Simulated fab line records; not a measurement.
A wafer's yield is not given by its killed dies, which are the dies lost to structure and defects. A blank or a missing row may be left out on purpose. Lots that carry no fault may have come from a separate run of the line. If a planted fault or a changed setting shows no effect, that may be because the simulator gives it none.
Which tool was responsible? | flow nand_harc | 11 lots, 33 wafers sampled, at 5 steps of a route of 1302

== WHAT THE GAUGES SHOWED, per wafer ==
NHARC_A_M1_THK_MEAS_24: measures by xrf.
lot  | measured     | on            | thk_nm (nm)
L074 | day 23 12:03 | film_metro-02 | 155.7 153.1 156.9
L078 | day 24 15:54 | film_metro-01 | 154.0 157.4 154.9
L082 | day 25 19:17 | film_metro-02 | 153.9 154.2 152.4
L081 | day 27 02:23 | film_metro-02 | 155.4 153.3 154.6
L085 | day 27 06:50 | film_metro-02 | 152.6 153.2 155.8
L086 | day 28 03:36 | film_metro-02 | 157.1 156.4 153.2
L090 | day 29 03:17 | film_metro-02 | 152.6 153.7 154.5
L087 | day 29 07:47 | film_metro-01 | 153.7 154.4 154.2
L092 | day 30 03:22 | film_metro-01 | 156.1 156.4 152.0
L094 | day 31 07:08 | film_metro-02 | 156.0 152.5 155.2
L096 | day 32 21:22 | film_metro-02 | 152.0 154.0 154.4

== TOOL THAT RAN EACH LOT (tool first, then ch and the chambers of the sampled wafers, then the start) ==
lot  | NHARC_A_BLC_ETCH_17                           | NHARC_A_BLC_STRIP_29               | NHARC_A_M0_DESCUM_14               | NHARC_A_M0_DEGAS_28
L074 | rie_diel-01 ch 2,3, day 23 02:33 or earlier   | rie_diel-02 ch 0,1, day 23 02:33   | rie_diel-03 ch 0,2,3, day 23 05:32 | pvd_sputter-01, day 23 06:30
L078 | rie_diel-02 ch 2,3, day 24 06:38 or earlier   | rie_diel-02 ch 2,3, day 24 06:38   | rie_diel-03 ch 0,3, day 24 09:29   | pvd_sputter-03, day 24 10:28
L082 | rie_diel-02 ch 0,2,3, day 25 09:50 or earlier | rie_diel-01 ch 2,3, day 25 09:50   | rie_diel-03 ch 1,2,3, day 25 12:50 | pvd_sputter-03, day 25 13:46
L081 | rie_diel-02 ch 0,1,2, day 26 16:11 or earlier | rie_diel-01 ch 0,2,3, day 26 16:11 | rie_diel-04 ch 1,2,3, day 26 19:11 | pvd_sputter-02, day 26 20:08
L085 | rie_diel-02 ch 0,1,3, day 26 21:31 or earlier | rie_diel-02 ch 0,2, day 26 21:31   | rie_diel-03 ch 0,2, day 27 00:30   | pvd_sputter-02, day 27 01:26
L086 | rie_diel-02 ch 0,1,3, day 27 18:09 or earlier | rie_diel-01 ch 0,1,2, day 27 18:09 | rie_diel-03 ch 0,1,3, day 27 21:08 | pvd_sputter-03, day 27 22:03
L090 | rie_diel-02 ch 0,1,3, day 28 17:52 or earlier | rie_diel-01 ch 0,1,3, day 28 17:52 | rie_diel-04 ch 0,1,3, day 28 20:43 | pvd_sputter-02, day 28 21:44
L087 | rie_diel-01 ch 0,2,3, day 28 21:58 or earlier | rie_diel-02 ch 0,1,2, day 28 21:58 | rie_diel-12 ch 0,1,2, day 29 00:51 | pvd_sputter-01, day 29 01:57
L092 | rie_diel-13 ch 1,3, day 29 17:44 or earlier   | rie_diel-01 ch 2,3, day 29 17:44   | rie_diel-04 ch 1,2,3, day 29 20:45 | pvd_sputter-02, day 29 21:40
L094 | rie_diel-13 ch 0,2,3, day 30 20:22 or earlier | rie_diel-02 ch 1,2,3, day 30 20:22 | rie_diel-04 ch 0,1,3, day 30 23:13 | pvd_sputter-03, day 31 00:08
L096 | rie_diel-01 ch 1,3, day 32 11:52 or earlier   | rie_diel-01 ch 0,1,2, day 32 11:52 | rie_diel-03 ch 1,2, day 32 14:51   | pvd_sputter-02, day 32 15:47
- NHARC_A_BLC_ETCH_17: etches the open film in N2/H2, target depth 390 nm, time 609.38 s.
- NHARC_A_BLC_STRIP_29: strips in CF4.
- NHARC_A_M0_DESCUM_14: chemistry O2, time 3 s.
- NHARC_A_M0_DEGAS_28: time 60 s.

== THE ANSWER, worked out from the rows above alone ==
Rule: the usual values come from the lots themselves. Put in order of their means at a reading, lots are off if they are a third of the lots or fewer, leave a main group of 4 or more, and stand apart from it by a gap of 3 or more times the standard deviation of the main group's means; of several such gaps the widest counts. Not used: any main group whose means are identical at the precision the tables above print for the reading. Also off: a lot with no number at a reading for which 4 or more lots have one. Any other lot the step has rows for is counted as sound.
No lot is off at any reading shown: from this, nothing can be told.

== WHAT WAS PUT IN BY THE SIMULATOR ==
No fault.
